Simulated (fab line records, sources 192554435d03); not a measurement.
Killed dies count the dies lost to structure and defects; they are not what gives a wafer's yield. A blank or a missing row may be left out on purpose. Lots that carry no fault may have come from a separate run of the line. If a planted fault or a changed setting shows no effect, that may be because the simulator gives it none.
Matching of chambers | flow n5_finfet | pecvd-03 running N5_BEOL_M0_DEP_125: 3 sister chambers
The step deposits SiCN from 3MS/NH3, target thk 8 nm, time 14 s. 18 wafers are shown with their chamber, then 9 later ones without.

## EACH WAFER AND ITS CHAMBER
wafer  | chamber | showerhead_plenum_p_Torr (Torr) | throttle_valve_pct (%)
L074.1 | 0       | 3.700                           | 8.8
L074.4 | 1       | 3.676                           | 8.5
L074.5 | 2       | 3.688                           | 8.5
L077.1 | 0       | 3.686                           | 8.5
L077.2 | 1       | 3.665                           | 8.7
L077.4 | 0       | 3.684                           | 8.4
L084.2 | 2       | 3.691                           | 8.9
L084.3 | 1       | 3.664                           | 8.9
L084.6 | 1       | 3.684                           | 8.9
L086.1 | 2       | 3.690                           | 8.5
L086.3 | 0       | 3.689                           | 8.7
L086.5 | 0       | 3.690                           | 8.6
L087.1 | 1       | 3.680                           | 8.8
L087.5 | 2       | 3.697                           | 8.5
L087.6 | 0       | 3.682                           | 8.5
L088.1 | 0       | 3.695                           | 8.6
L088.3 | 1       | 3.665                           | 9.0
L088.4 | 1       | 3.670                           | 9.1

SIGNATURES (averages over the wafers above)
reading                  | chamber 0 | chamber 1 | chamber 2 | scatter within a chamber
showerhead_plenum_p_Torr | 3.68943   | 3.67200   | 3.69150   | 0.00671
throttle_valve_pct       | 8.586     | 8.843     | 8.600     | 0.176
Rule: distance of a wafer from a chamber = root of the sum over the readings of ((wafer's reading minus chamber's mean) / reading's scatter) squared. The wafer belongs to the nearest chamber; if the next one is less than 2 further off, it can't be placed. The scatter: the root of (the sum of the squares of (reading less its chamber's mean) over the shown wafers, divided by (wafers less chambers)).

## WAFERS MISSING THEIR CHAMBER
wafer  | showerhead_plenum_p_Torr (Torr) | throttle_valve_pct (%)
L090.2 | 3.679                           | 8.8
L090.3 | 3.688                           | 8.6
L090.5 | 3.674                           | 8.6
L092.1 | 3.670                           | 8.7
L092.2 | 3.684                           | 8.8
L092.3 | 3.688                           | 8.8
L094.1 | 3.686                           | 8.8
L094.5 | 3.685                           | 8.8
L094.6 | 3.691                           | 8.8

## THE CHAMBER EACH PASSED THROUGH
wafer  | from the rows above          | in truth
L090.2 | can't be placed: 1 or 0 or 2 | 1
L090.3 | can't be placed: 0 or 2      | 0
L090.5 | can't be placed: 1 or 0 or 2 | 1
L092.1 | 1                            | 1
L092.2 | can't be placed: 0 or 2 or 1 | 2
L092.3 | can't be placed: 0 or 2 or 1 | 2
L094.1 | can't be placed: 0 or 2 or 1 | 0
L094.5 | can't be placed: 0 or 2 or 1 | 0
L094.6 | can't be placed: 2 or 0 or 1 | 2
1 of 9 placed correctly. Can't be placed from these rows: 8 (the true chamber is among the candidates in 8). Placed wrongly: 0.
